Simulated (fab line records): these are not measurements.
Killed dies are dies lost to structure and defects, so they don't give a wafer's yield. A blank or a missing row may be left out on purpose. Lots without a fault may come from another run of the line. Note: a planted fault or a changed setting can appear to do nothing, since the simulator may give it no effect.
fab line records	flow nandHarc
[record] lots = 5	wafers = 15	lastDay = 33
route steps=1302 shown P_M1@288 P_M2@318 END@1302
lots that met no fault: from a run of the same line without faults
startH: hours from the record's opening day to when the first of the lot's shown wafers began	waitH: hours from the lot's prior step to this one	" identical to the entry in the row above	L1.1+2: one row covering several wafers at once	- either no value or no given start	* or withheld: withheld	< > ~ a bound
route shown NAME@n: names a module that has steps shown in the file, with the first one's number in the route	usual: the fault-free wafers' mean and standard deviation	same: alike in all rows	chamber/n: place in a boat	sites: per-site readings	_std_site: their standard deviation	_edge_site: the outer-site mean with the inner-site mean subtracted	radiusMm: for every site, how far away it sits from the centre of the wafer	mask NAME#n: copy n	behind: the last tool/chamber to shape the wafer	hold: reason for holding the lot/hours on hold/outcome of the hold	device: which transistor (n, p or np) failed to switch	end of line: the route-end tests of the same wafers	a step with no rows: only its recipe	killed: dies that structure and defects cost at the first sort, which is not the same as the wafer's yield	map: a wafer's dies, x killed, . not, _ none there
set.NAME: the setting that was run; set.NAME@STEP: the one run at that earlier step	model.NAME: the simulator's own value behind a step, which no gauge read
lots at selected steps of the route; one table per step, one row per wafer
services: a tool's chamber out of use, with start hour (startH, from the record's first day; less than 0 if before it), hours out, and reason
[[steps]]
[step NHARC_P_M1_COAT_34]
[recipe] tempC = 200	timeS = 65
[step NHARC_P_M1_COAT_03]
[recipe] spinRpm = 1500	resistThkNm = 90
[step NHARC_P_M1_SOFTBAKE_04]
[recipe] tempC = 105	timeS = 55
[step NHARC_P_M1_EBR_05]
[step NHARC_P_M1_EXPOSE_06]
[recipe] na = 1.35	targetCdNm = 130	doseMj = 81.88	maskId = P_M1
[step NHARC_P_M1_PEB_07]
[recipe] pebTempC = 100	pebTimeS = 65
[step NHARC_P_M1_DEVELOP_08]
[recipe] developTimeS = 35	devTempC = 23
[step NHARC_P_M1_CD_MEAS_09]
[recipe] targetCdNm = 130	landingEnergyEv = 500
[usual] cdNm = 130.1/0.77
lot.wafer	tool	chamber	startH	waitH	cdNm
L290.1	cdSem-03	0	162.42	-	130.2
L290.3	"	0	"	"	130.5
L290.4	"	0	"	"	131.6
L298.1	cdSem-02	0	244.79	-	129.3
L298.3	"	0	"	"	129.8
L298.6	"	0	"	"	129.0
L301.2	cdSem-03	0	288.59	-	130.1
L301.3	"	0	"	"	131.7
L301.4	"	0	"	"	130.2
L304.2	cdSem-01	0	312.37	-	130.8
L304.4	"	0	"	"	132.1
L304.6	"	0	"	"	131.0
L309.1	cdSem-03	0	352.85	-	130.9
L309.5	"	0	"	"	129.3
L309.6	"	0	"	"	129.5
[step NHARC_P_M1_OVL_MEAS_10]
[recipe] pitchNm = 260
[usual] overlayXNm = 0.0/0.75	overlayYNm = 0.0/0.71
lot.wafer	tool	chamber	startH	waitH	overlayXNm	overlayYNm
L290.1	overlay-01	-	162.50	-	-0.2	0.7
L290.3	"	-	"	"	0.1	1.2
L290.4	"	-	"	"	0.0	0.8
L298.1	overlay-02	-	244.88	-	-0.9	0.1
L298.3	"	-	"	"	-0.2	0.3
L298.6	"	-	"	"	-0.2	0.2
L301.2	overlay-02	-	288.68	-	-0.4	0.5
L301.3	"	-	"	"	0.0	1.5
L301.4	"	-	"	"	0.0	0.6
L304.2	overlay-02	-	312.46	-	0.4	-2.1
L304.4	"	-	"	"	0.7	-2.0
L304.6	"	-	"	"	0.7	-1.8
L309.1	overlay-01	-	352.94	-	0.9	-0.3
L309.5	"	-	"	"	1.3	-0.1
L309.6	"	-	"	"	0.4	0.2
[step NHARC_P_M1_INSPECT_11]
[usual] rawDefectCount = 3.9/2.2
lot.wafer	tool	chamber	startH	waitH	rawDefectCount
L290.1	defectInspect-02	-	162.54	0.0	4
L290.3	"	-	"	"	2
L290.4	"	-	"	"	3
L298.1	defectInspect-01	-	244.91	0.0	4
L298.3	"	-	"	"	4
L298.6	"	-	"	"	3
L301.2	defectInspect-01	-	288.72	0.0	4
L301.3	"	-	"	"	5
L301.4	"	-	"	"	7
L304.2	defectInspect-02	-	312.49	0.0	5
L304.4	"	-	"	"	5
L304.6	"	-	"	"	7
L309.1	defectInspect-01	-	352.98	0.0	3
L309.5	"	-	"	"	3
L309.6	"	-	"	"	4
[step NHARC_P_M1_DESCUM_14]
[recipe] timeS = 3	o2FlowSccm = 200	arFlowSccm = 0	biasPowerW = 0	chemistry = O2
[usual] drypumpMotorCurrentA = 5.7/0.35	o2FlowSccm = 199.9/0.54	oesProductAu = 1.003/0.011	rfVppV = 57.9/0.88	showerheadPlenumPTorr = 1.96/0.078	throttleValvePct = 11.312/0.0091
[same] timeS = 3
lot.wafer	tool	chamber	startH	waitH	drypumpMotorCurrentA	o2FlowSccm	oesProductAu	rfHoursCounterH	rfVppV	showerheadPlenumPTorr	throttleValvePct
L290.3	rieDiel-07	1	162.60	0.1	5.9	199.8	0.990	1	56.7	1.95	11.326
L290.4	"	2	"	"	5.4	199.6	1.010	1	56.6	1.96	11.331
L290.1	"	0	"	"	6.5	199.3	1.023	2	57.7	2.05	11.310
L298.3	rieDiel-11	1	244.98	0.1	5.1	199.4	1.018	12	58.2	1.84	11.303
L298.1	"	2	"	"	5.6	200.2	0.989	13	57.8	2.03	11.310
L298.6	"	1	"	"	5.1	199.3	1.015	-	56.2	1.84	11.310
L301.3	rieDiel-07	0	288.78	0.1	6.5	200.2	1.007	11	58.8	2.05	11.314
L301.4	"	1	"	"	5.9	199.2	0.994	10	58.9	1.95	11.325
L301.2	"	2	"	"	5.4	200.4	1.016	10	57.3	1.96	11.326
L304.2	rieDiel-07	3	312.58	0.1	5.7	200.2	1.000	0	58.6	2.05	11.307
L304.4	"	1	"	"	6.0	200.3	1.004	-	58.0	1.95	11.316
L304.6	"	3	"	"	5.7	200.4	0.996	-	59.0	2.05	11.326
L309.1	rieDiel-11	0	353.05	0.1	5.9	199.8	1.008	7	58.8	2.04	11.309
L309.5	"	3	"	"	5.7	199.8	0.991	-	59.0	1.90	11.306
L309.6	"	1	"	"	5.1	199.5	1.002	-	56.5	1.83	11.310
[step NHARC_P_M1_ETCH_35]
[recipe] targetDepthA = 400	overetchA = 120	timeS = 43.94	ionEnergyEv = 200	n2FlowSccm = 150	h2FlowSccm = 150	arFlowSccm = 0	rfW = 400	biasW = 150	chemistry = N2/H2
[step NHARC_P_M1_ETCH_15]
[recipe] targetDepthA = 1825	timeS = 91.2	c4f8FlowSccm = withheld	arFlowSccm = 400	rfW = 600	biasW = 300	chemistry = C4F8/Ar
[usual] oesProductAu = 0.960/0.018	rfVppV = 442.2/2.6
[same] timeS = 91.2
lot.wafer	tool	chamber	startH	waitH	oesProductAu	rfHoursCounterH	rfVppV
L290.3	rieDiel-07	2	162.78	-	0.951	1	443.2
L290.4	"	3	"	"	0.950	2	445.2
L290.1	"	1	"	"	0.945	1	441.1
L298.1	rieDiel-11	2	245.15	-	0.979	13	443.8
L298.3	"	0	"	"	0.956	12	445.4
L298.6	"	1	"	"	0.978	-	439.2
L301.4	rieDiel-07	2	288.95	-	0.932	10	442.1
L301.3	"	3	"	"	0.921	10	442.5
L301.2	"	0	"	"	0.934	11	444.8
L304.2	rieDiel-07	2	312.76	-	0.971	0	442.4
L304.4	"	1	"	"	0.972	-	443.1
L304.6	"	2	"	"	0.969	-	442.5
L309.1	rieDiel-11	1	353.28	-	0.948	7	437.7
L309.5	"	3	"	"	0.935	-	440.6
L309.6	"	0	"	"	0.955	-	445.3
[step NHARC_P_M1_CD_MEAS_16]
[usual] cdNm = 129.8/1.1
lot.wafer	tool	chamber	startH	waitH	cdNm
L290.1	cdSem-01	-	162.91	-	129.3
L290.3	"	-	"	"	129.3
L290.4	"	-	"	"	130.1
L298.1	cdSem-03	-	245.28	-	129.0
L298.3	"	-	"	"	130.4
L298.6	"	-	"	"	129.3
L301.2	cdSem-03	-	289.08	-	129.1
L301.3	"	-	"	"	131.4
L301.4	"	-	"	"	129.9
L304.2	cdSem-03	-	312.90	-	130.4
L304.4	"	-	"	"	130.6
L304.6	"	-	"	"	130.4
L309.1	cdSem-03	-	353.43	-	129.4
L309.5	"	-	"	"	131.2
L309.6	"	-	"	"	129.0
[step NHARC_P_M1_STRIP_18]
[recipe] powerW = 1000	n2FlowSccm = 150	h2FlowSccm = 150	arFlowSccm = 0	biasW = 0	chemistry = N2/H2
[step NHARC_P_M1_ETCH_28]
[recipe] targetDepthA = 300	overEtchFrac = 0.3	timeS = 72.99	ionEnergyEv = 150	cf4FlowSccm = 50	n2FlowSccm = 100	arFlowSccm = 150	rfW = 300	biasW = 100	chemistry = CF4/N2
[step NHARC_P_M1_STRIP_19]
[recipe] timeS = 600	tempC = 30	chemistry = postEtchResidueRemover
[step NHARC_P_M1_DEGAS_29]
[recipe] tempC = 250	timeS = 60
[usual] heaterPowerW = 351/33
[same] timeS = 60
lot.wafer	tool	chamber	startH	waitH	heaterPowerW
L290.4	pvdSputter-03	-	163.63	-	315
L290.1	"	-	"	"	351
L290.3	"	-	"	"	354
L298.1	pvdSputter-01	-	246.00	-	375
L298.3	"	-	"	"	376
L298.6	"	-	"	"	385
L301.2	pvdSputter-03	-	289.79	-	266
L301.3	"	-	"	"	320
L301.4	"	-	"	"	386
L304.2	pvdSputter-01	-	314.04	-	330
L304.4	"	-	"	"	361
L304.6	"	-	"	"	369
L309.1	pvdSputter-01	-	354.17	-	385
L309.6	"	-	"	"	374
L309.5	"	-	"	"	359
[step NHARC_P_M1_PRE_CLEAN_30]
[recipe] timeS = 30	tempC = 280	gas = H2/He
[step NHARC_P_M1_PVD_20]
[recipe] targetThkA = 50	biasV = 168.6	powerW = 15000	chamberPressurePa = 0.12	timeS = 8.06	substrateTempC = 50	material = TaN
[step NHARC_P_M1_PVD_21]
[recipe] targetThkA = 300	chamberPressurePa = 5	powerW = 5000	substrateTempC = 30	timeS = 20.49	material = Cu
[step NHARC_P_M1_ECD_22]
[recipe] targetThkA = 4000	bathTempC = 25	material = Cu
[step NHARC_P_M1_ANNEAL_31]
[recipe] tempC = 225	timeS = 90
[usual] annealTempC = 225.00/0.17	annealTempCMax = 226.3/0.34	wafer_temp_C_max = 226.22/0.3
[same] timeS = 90
lot.wafer	tool	chamber	startH	waitH	annealTempC	annealTempCMax	wafer_temp_C_max
L290.1	rtpAnneal-02	0	164.37	0.3	224.61	225.8	226.58
L290.3	"	0	"	"	224.83	226.4	226.33
L290.4	"	0	"	"	224.83	226.1	226.36
L298.1	rtpAnneal-02	0	246.73	0.3	224.98	226.5	226.81
L298.3	"	0	"	"	224.99	226.5	226.44
L298.6	"	0	"	"	224.66	226.3	225.92
L301.2	rtpAnneal-02	0	290.58	-	225.14	226.5	226.86
L301.3	"	0	"	"	225.40	226.7	226.75
L301.4	"	0	"	"	225.07	226.5	226.65
L304.2	rtpAnneal-02	0	314.82	-	225.52	227.0	226.41
L304.4	"	0	"	"	225.18	226.4	226.77
L304.6	"	0	"	"	225.04	227.2	226.35
L309.1	rtpAnneal-01	0	354.89	0.3	225.08	226.3	225.95
L309.5	"	0	"	"	225.24	226.1	226.35
L309.6	"	0	"	"	225.02	226.1	226.16
[step NHARC_P_M1_CMP_23]
[recipe] tOverpolishS = 20	targetThkNm = 157.82
[usual] motorCurrentA = 12.1/1.3	timeToEndpointS = 28/3.6
lot.wafer	tool	chamber	startH	waitH	motorCurrentA	timeToEndpointS
L290.1	cmp-02	3	164.74	-	11.2	26
L290.3	"	0	"	"	11.9	31
L290.4	"	1	"	"	14.1	24
L298.1	cmp-02	1	247.21	-	13.6	25
L298.3	"	0	"	"	12.0	33
L298.6	"	1	"	"	13.7	24
L301.4	cmp-02	1	290.88	-	14.2	22
L301.2	"	2	"	"	10.4	28
L301.3	"	3	"	"	11.7	25
L304.4	cmp-01	3	315.18	-	12.5	26
L304.2	"	0	"	"	14.3	28
L304.6	"	1	"	"	10.6	27
L309.1	cmp-03	3	355.26	-	11.4	25
L309.5	"	2	"	"	11.4	21
L309.6	"	3	"	"	12.0	23
[step NHARC_P_M1_THK_MEAS_24]
[recipe] thkMeasGauge = xrf
[usual] thkNm = 157.5/1.7
lot.wafer	tool	chamber	startH	waitH	thkNm
L290.1	filmMetro-01	-	165.02	-	154.0
L290.3	"	-	"	"	157.1
L290.4	"	-	"	"	153.6
L298.1	filmMetro-01	-	247.53	-	156.0
L298.3	"	-	"	"	158.1
L298.6	"	-	"	"	156.4
L301.2	filmMetro-02	-	291.19	-	156.7
L301.3	"	-	"	"	155.1
L301.4	"	-	"	"	156.5
L304.2	filmMetro-02	-	315.43	-	156.2
L304.4	"	-	"	"	156.7
L304.6	"	-	"	"	158.4
L309.1	filmMetro-01	-	355.55	-	155.1
L309.5	"	-	"	"	157.5
L309.6	"	-	"	"	156.6
[step NHARC_P_M1_SRD_25]
[step NHARC_P_M1_PRE_CLEAN_32]
[recipe] timeS = 12	tempC = 370	rfPowerW = 300	gas = NH3
[step NHARC_P_M1_DEP_33]
[recipe] targetThkA = 300	tempC = 370	targetThkNm = 30	pressureTorr = 3	flowSccm = 200	rfW = 450	material = SiCN
[usual] heaterPowerW = 589/61
lot.wafer	tool	chamber	startH	waitH	heaterPowerW
L290.1	pecvd-01	2	165.37	0.1	633
L290.3	"	0	"	"	573
L290.4	"	2	"	"	655
L298.1	pecvd-02	0	247.83	0.1	723
L298.3	"	1	"	"	508
L298.6	"	0	"	"	741
L301.3	pecvd-01	0	291.56	0.1	585
L301.2	"	1	"	"	533
L301.4	"	2	"	"	629
L304.2	pecvd-02	2	315.82	0.1	580
L304.4	"	0	"	"	686
L304.6	"	2	"	"	602
L309.1	pecvd-01	0	355.89	0.1	612
L309.6	"	0	"	"	613
L309.5	"	1	"	"	593
[step NHARC_P_M2_DEP_00]
[recipe] targetThkA = 1825	targetThkNm = 182.5	tempC = withheld	pressureTorr = 5	flowSccm = 200	rfW = 600	material = SiOC
[step NHARC_P_M2_DEHYDRATE_01]
[recipe] tempC = 150	timeS = 120
[step NHARC_P_M2_HMDS_02]
[recipe] timeS = 30
[step NHARC_P_M2_COAT_34]
[recipe] tempC = 200	timeS = 65
[step NHARC_P_M2_COAT_03]
[recipe] spinRpm = 1500	resistThkNm = 90
[step NHARC_P_M2_SOFTBAKE_04]
[recipe] tempC = 105	timeS = 55
[step NHARC_P_M2_EBR_05]
[step NHARC_P_M2_EXPOSE_06]
[recipe] na = 1.35	targetCdNm = 170	doseMj = 80.78	maskId = P_M2
[step NHARC_P_M2_PEB_07]
[recipe] pebTempC = 100	pebTimeS = 65
[step NHARC_P_M2_DEVELOP_08]
[recipe] developTimeS = 35	devTempC = 23
[step NHARC_P_M2_CD_MEAS_09]
[recipe] targetCdNm = 170	landingEnergyEv = 500
[usual] cdNm = 169.7/0.68
lot.wafer	tool	chamber	startH	waitH	cdNm
L290.1	cdSem-02	0	166.45	-	171.4
L290.3	"	0	"	"	169.3
L290.4	"	0	"	"	169.9
L298.1	cdSem-03	0	249.05	-	170.2
L298.3	"	0	"	"	169.5
L298.6	"	0	"	"	169.4
L301.2	cdSem-02	0	292.64	-	169.0
L301.3	"	0	"	"	169.5
L301.4	"	0	"	"	169.4
L304.2	cdSem-01	0	317.24	-	169.6
L304.4	"	0	"	"	169.6
L304.6	"	0	"	"	168.3
L309.1	cdSem-03	0	357.10	-	169.9
L309.5	"	0	"	"	169.3
L309.6	"	0	"	"	169.7
[step NHARC_P_M2_OVL_MEAS_10]
[recipe] pitchNm = 340
[usual] overlayXNm = -0.2/0.81	overlayYNm = 0.1/0.81
lot.wafer	tool	chamber	startH	waitH	overlayXNm	overlayYNm
L290.1	overlay-01	-	166.54	-	1.5	0.1
L290.3	"	-	"	"	1.5	-0.3
L290.4	"	-	"	"	0.8	-0.1
L298.1	overlay-01	-	249.14	-	0.1	0.4
L298.3	"	-	"	"	-0.3	0.1
L298.6	"	-	"	"	0.3	0.4
L301.2	overlay-01	-	292.73	-	0.8	-1.3
L301.3	"	-	"	"	0.9	-1.3
L301.4	"	-	"	"	1.1	-1.5
L304.2	overlay-02	-	317.32	-	-0.6	-1.4
L304.4	"	-	"	"	-0.4	-1.4
L304.6	"	-	"	"	-0.9	-0.9
L309.1	overlay-01	-	357.19	-	-0.4	-0.1
L309.5	"	-	"	"	-0.1	-0.6
L309.6	"	-	"	"	-0.4	0.4
[step NHARC_P_M2_DESCUM_14]
[recipe] timeS = 3	o2FlowSccm = 200	arFlowSccm = 0	biasPowerW = 0	chemistry = O2
[usual] drypumpMotorCurrentA = 5.5/0.41	o2FlowSccm = 200.0/0.52	oesProductAu = 1.002/0.013	rfVppV = 57.8/0.91	showerheadPlenumPTorr = 1.94/0.089	throttleValvePct = 11.311/0.0092
[same] timeS = 3
lot.wafer	tool	chamber	startH	waitH	hold	drypumpMotorCurrentA	o2FlowSccm	oesProductAu	rfHoursCounterH	rfVppV	showerheadPlenumPTorr	throttleValvePct
L290.1	rieDiel-10	0	166.64	0.1	-	5.6	199.4	1.013	5.0	57.2	2.02	11.301
L290.4	"	1	"	"	-	5.7	201.1	1.000	6.3	56.2	1.78	11.328
L290.3	"	3	"	"	-	5.8	199.7	1.006	5.5	58.5	1.91	11.305
L298.3	rieDiel-05	3	252.77	3.4	awaitDispo/3.4h/release	5.7	199.5	1.001	0.9	57.6	2.01	11.311
L298.1	"	2	"	"	awaitDispo/3.4h/release	5.2	199.6	0.986	0.8	58.0	2.00	11.306
L298.6	"	3	"	"	awaitDispo/3.4h/release	5.7	200.2	0.997	-	56.8	2.00	11.295
L301.3	rieDiel-05	2	292.83	0.1	-	5.2	199.5	1.003	3.2	57.3	2.00	11.311
L301.2	"	3	"	"	-	5.7	199.8	1.004	3.5	59.3	2.00	11.316
L301.4	"	0	"	"	-	5.9	199.8	1.008	3.5	58.1	2.03	11.309
L304.4	rieDiel-10	2	317.42	0.1	-	4.9	200.4	0.993	1.4	57.2	1.82	11.315
L304.2	"	0	"	"	-	5.6	200.9	1.023	1.5	57.7	2.02	11.298
L304.6	"	2	"	"	-	4.8	200.2	0.995	-	58.4	1.82	11.310
L309.1	rieDiel-10	0	357.30	0.1	-	5.6	200.3	1.014	4.3	57.6	2.02	11.303
L309.6	"	2	"	"	-	4.9	199.8	1.000	-	57.4	1.82	11.303
L309.5	"	3	"	"	-	5.8	199.5	0.995	-	58.2	1.90	11.285
[step NHARC_END_SORT_01]
[recipe] tempC = 25
[usual] defectLimitedYield = 90/4.1	killedAtArray = 63/27	killedAtOther = 0.7/1.2	killedAtPeriphery = 3.1/2	killedDies = 67/28	killedOpen = 3.0/1.9	killedShort = 2.2/1.5
[same] grossDies = 677
lot.wafer	tool	chamber	startH	waitH	defectLimitedYield[%]	killedAtArray	killedAtOther	killedAtPeriphery	killedDies	killedOpen	killedShort
L298.1	prober-01	0	674.32	4.3	95	30	3	1	34	3	4
L298.3	prober-01	0	675.92	4.9	87	34	1	52	87	3	1
L298.6	prober-01	0	678.31	5.8	95	29	0	2	31	4	5
L301.2	prober-01	0	740.36	2.8	88	79	0	2	81	3	3
L301.3	prober-01	0	741.17	3.1	88	77	0	3	80	3	6
L301.4	prober-01	0	741.98	3.4	88	73	0	7	80	10	6
L304.2	prober-01	0	750.64	2.8	91	57	0	6	63	4	2
L304.4	prober-01	0	752.22	3.4	89	67	1	5	73	4	2
L304.6	prober-01	0	753.81	4.0	91	59	0	4	63	4	4
// killed by level:class
L298.1 A_CHANNEL_HOLE_D1:chamberFilmFlake=8 A_DECK1_JOINT:chamberFilmFlake=4 A_SLIT:chamberFilmFlake=4 A_CONTACT:chamberFilmFlake=3 THIN_TSV:chamberFilmFlake=3 A_M0:geometricParticle:short=2 A_BLC:chamberFilmFlake=2 A_ONON_D1:geometricParticle:open=1
L298.3 P_M1:unspecified=52 A_CHANNEL_HOLE_D1:chamberFilmFlake=11 A_CONTACT:chamberFilmFlake=7 A_SLIT:chamberFilmFlake=3 A_ZERO_WELL:chamberFilmFlake=2 A_BLC:chamberFilmFlake=2 A_CHANNEL_FILL_D1:geometricParticle:short=1 A_CHANNEL_FILL_D1:geometricParticle:open=1
L298.6 A_CHANNEL_HOLE_D1:chamberFilmFlake=6 A_CONTACT:chamberFilmFlake=4 A_SLIT:chamberFilmFlake=3 A_DECK1_JOINT:chamberFilmFlake=3 A_ONON_D1:geometricParticle:short=2 A_CHANNEL_FILL_D1:geometricParticle:open=2 A_STAIRCASE:chamberFilmFlake=2 A_BLC:chamberFilmFlake=2
L301.2 A_CHANNEL_HOLE_D1:chamberFilmFlake=33 A_CHANNEL_HOLE_D2:chamberFilmFlake=25 A_CONTACT:chamberFilmFlake=7 A_CHANNEL_FILL_D2:chamberFilmFlake=3 A_SLIT:chamberFilmFlake=3 A_WL_FILL:geometricParticle:short=2 A_WL_FILL:chamberFilmFlake=2 P_CONTACT:geometricParticle:open=1
L301.3 A_CHANNEL_HOLE_D1:chamberFilmFlake=30 A_CHANNEL_HOLE_D2:chamberFilmFlake=23 A_SLIT:chamberFilmFlake=6 A_CONTACT:chamberFilmFlake=4 A_CHANNEL_FILL_D1:geometricParticle:short=2 A_CHANNEL_FILL_D2:geometricParticle:short=2 A_CHANNEL_FILL_D2:chamberFilmFlake=2 A_STAIRCASE:chamberFilmFlake=2
L301.4 A_CHANNEL_HOLE_D1:chamberFilmFlake=30 A_CHANNEL_HOLE_D2:chamberFilmFlake=19 A_CONTACT:chamberFilmFlake=5 A_ONON_D2:geometricParticle:short=3 A_CHANNEL_HOLE_D2:geometricParticle:short=2 A_WL_FILL:geometricParticle:open=2 A_M0:geometricParticle:open=2 P_ZERO_WELL:chamberFilmFlake=2
L304.2 A_SLIT:chamberFilmFlake=27 A_CONTACT:chamberFilmFlake=15 A_CHANNEL_HOLE_D1:chamberFilmFlake=12 P_GATE:geometricParticle:open=2 P_STI:geometricParticle:short=1 P_M1:geometricParticle:open=1 A_WL_FILL:geometricParticle:open=1 A_WL_FILL:geometricParticle:short=1
L304.4 A_SLIT:chamberFilmFlake=35 A_CONTACT:chamberFilmFlake=16 A_CHANNEL_HOLE_D1:chamberFilmFlake=8 A_WL_FILL:geometricParticle:short=2 P_STI:chamberFilmFlake=2 A_CHANNEL_HOLE_D2:chamberFilmFlake=2 P_GATE:geometricParticle:open=1 P_CONTACT:geometricParticle:open=1
L304.6 A_SLIT:chamberFilmFlake=31 A_CHANNEL_HOLE_D1:chamberFilmFlake=12 A_CONTACT:chamberFilmFlake=8 P_CONTACT:geometricParticle:short=1 P_CONTACT:geometricParticle:open=1 P_M0:geometricParticle:open=1 A_SOURCE_PLATE:geometricParticle:short=1 A_CHANNEL_HOLE_D1:geometricParticle:short=1
// map L298.3 (x killed, . not)
____________.____________
_________......._________
_______..........._______
______.............______
_____....x.........._____
____.x...............____
____..............x..____
___..........x........___
___..x................___
__.....................__
__.....................__
_..........x..xxx......._
_.x.x..x.....x.......x.x_
_.............xx.......x_
_...........x.....x..xxx_
_...........x........xxx_
.......x............xxxxx
...........x........xxxxx
...........x..x....xxxxxx
...............xx.xxxxxxx
..........x....x...xxxxxx
_..............x....xxxx_
_.................x.xxxx_
_....................xxx_
_..........x..x.....x.xx_
_......................._
__.....................__
__.....................__
___...................___
___...................___
____.........xx......____
____.................____
_____..............._____
______.............______
_______........x.._______
_________....xx._________
____________.____________
// map L309.5 (x killed, . not)
____________.____________
_________..x.x.._________
_______......x...._______
______..x..........______
_____..............._____
____.......x.x.......____
____...x...x.........____
___.............x.....___
___.........x.........___
__.....................__
__.....................__
_........x.....x........_
_......................._
_..........xx..........._
_.............x........._
_............xx..x......_
..........x.x.x..........
...........xx.x..........
...........xxx...........
............x............
.......x...x..x..........
_......................._
_......................._
_x......................_
_...x.............x....._
_.........x......xx....._
__.....................__
__...x.................__
___...................___
___...................___
____........x........____
____.................____
_____...x..........._____
______.....x.......______
_______..........._______
_________......._________
____________.____________
[[services]]
tool	chamber	startH	hours	kind
cmp-02	-	141.37	1.4	repair
pecvd-01	-	142.27	0.2	repair
pvdSputter-03	-	143.44	17.0	repair
cmp-02	-	143.85	1.3	repair
cmp-02	-	149.69	1.4	repair
pvdSputter-03	-	170.00	10.0	pm
rieDiel-07	2	174.35	6.9	repair
cmp-02	-	200.13	0.2	repair
rieDiel-07	3	203.71	3.7	repair
pecvd-01	2	210.51	18.0	repair
pvdSputter-01	-	226.00	10.0	pm
cmp-02	-	229.77	1.2	repair
cmp-02	-	232.50	4.0	pm
rieDiel-10	-	242.50	9.0	pm
rieDiel-07	-	251.01	0.8	repair
rieDiel-11	-	255.50	9.0	pm
rieDiel-07	0	289.35	29.0	repair
rieDiel-07	-	294.39	9.0	pm
rieDiel-10	1	310.12	2.7	repair
pecvd-01	-	311.38	13.0	pm
cmp-02	-	330.50	4.0	pm
pecvd-01	2	338.24	2.3	repair
rieDiel-11	2	345.73	11.0	repair
rieDiel-07	2	354.30	5.6	repair
[[key]]
[firstSign] step = NHARC_END_SORT_01	reading = killedAtPeriphery	direction = up	sigmas = 24	usual = 3.1	struck = 52
[moreKillsBornAt] NHARC_P_M1_ETCH_15@rieDiel-11 = 52
metAt NHARC_P_M1_ETCH_15
struckWafers L298.3
[fault] kind = chamberParticleSource	tool = rieDiel-11	chamber = 0	onsetH = 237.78	steps = NHARC_P_M1_ETCH_15	ratePerVisitCm2 = 0.70796	endH = 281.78
